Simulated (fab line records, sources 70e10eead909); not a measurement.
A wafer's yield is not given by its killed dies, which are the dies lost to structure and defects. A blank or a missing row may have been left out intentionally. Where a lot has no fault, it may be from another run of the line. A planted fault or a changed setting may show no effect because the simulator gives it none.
Chamber matching    flow nand harc    NHARC_A_STAIRCASE_TRIM_20 on rie diel-05: 4 sister chambers
The step chemistry O2, time 211.2 s. 22 wafers are shown with their chamber, then 11 later ones without.

== EACH WAFER AND ITS CHAMBER ==
wafer   chamber  drypump motor current A (A)  oes product au (a.u.)  showerhead plenum p Torr (Torr)
L074.2  2        6.3                          0.992                  3.42
L074.5  2        6.3                          1.003                  3.42
L074.6  0        5.3                          1.018                  3.48
L075.1  1        4.8                          1.015                  3.39
L075.3  0        5.3                          1.009                  3.48
L075.5  1        4.8                          1.008                  3.39
L077.2  0        5.3                          1.008                  3.48
L077.3  1        4.8                          1.007                  3.39
L077.6  3        4.9                          0.984                  3.28
L079.2  0        5.3                          1.005                  3.47
L079.4  3        4.9                          0.991                  3.28
L079.6  2        6.3                          0.990                  3.41
L082.2  2        6.4                          0.991                  3.41
L082.3  0        5.3                          0.995                  3.47
L082.5  1        4.8                          1.003                  3.38
L083.1  2        6.3                          0.984                  3.41
L083.2  3        4.9                          0.989                  3.81
L083.3  0        5.3                          0.987                  3.47
L086.2  0        5.3                          0.993                  3.46
L086.3  3        4.9                          0.986                  3.80
L086.5  1        4.8                          1.012                  3.38
L088.1  1        4.8                          1.006                  3.37

SIGNATURES, as means of the wafers listed above
reading                   chamber 0  chamber 1  chamber 2  chamber 3  scatter within a chamber
drypump motor current A   5.300      4.800      6.320      4.900      0.0211
oes product au            1.00214    1.00850    0.99200    0.98750    0.00752
showerhead plenum p Torr  3.4729     3.3833     3.4140     3.5425     0.124
Rule: a wafer's distance from a chamber is the root of the sum, over the readings, of the square of ((its reading less the chamber's mean) divided by the reading's scatter). The wafer belongs to the nearest chamber; if the next one is less than 2 further off, it can't be placed. The scatter: take each reading less its chamber's mean, square it, sum over the shown wafers, divide by the number of wafers less the number of chambers, and take the root.

== WAFERS WITHOUT THEIR CHAMBER ==
wafer   drypump motor current A (A)  oes product au (a.u.)  showerhead plenum p Torr (Torr)
L088.4  6.3                          0.997                  3.40
L088.5  6.4                          0.994                  3.40
L087.3  5.2                          0.994                  3.46
L087.5  4.8                          1.018                  3.37
L087.6  5.3                          0.998                  3.46
L090.2  4.8                          1.014                  3.37
L090.3  4.9                          0.990                  3.79
L090.6  5.3                          1.001                  3.46
L094.2  5.3                          1.007                  3.45
L094.4  4.8                          1.013                  3.36
L094.5  5.3                          1.002                  3.45

== WHICH CHAMBER EACH ONE RAN IN ==
wafer   from the rows above  in truth
L088.4  2                    2
L088.5  2                    2
L087.3  0                    0
L087.5  1                    1
L087.6  0                    0
L090.2  1                    1
L090.3  3                    3
L090.6  0                    0
L094.2  0                    0
L094.4  1                    1
L094.5  0                    0
Correctly placed: 11 of 11. Can't be placed from these rows: 0. 0 placed wrongly.
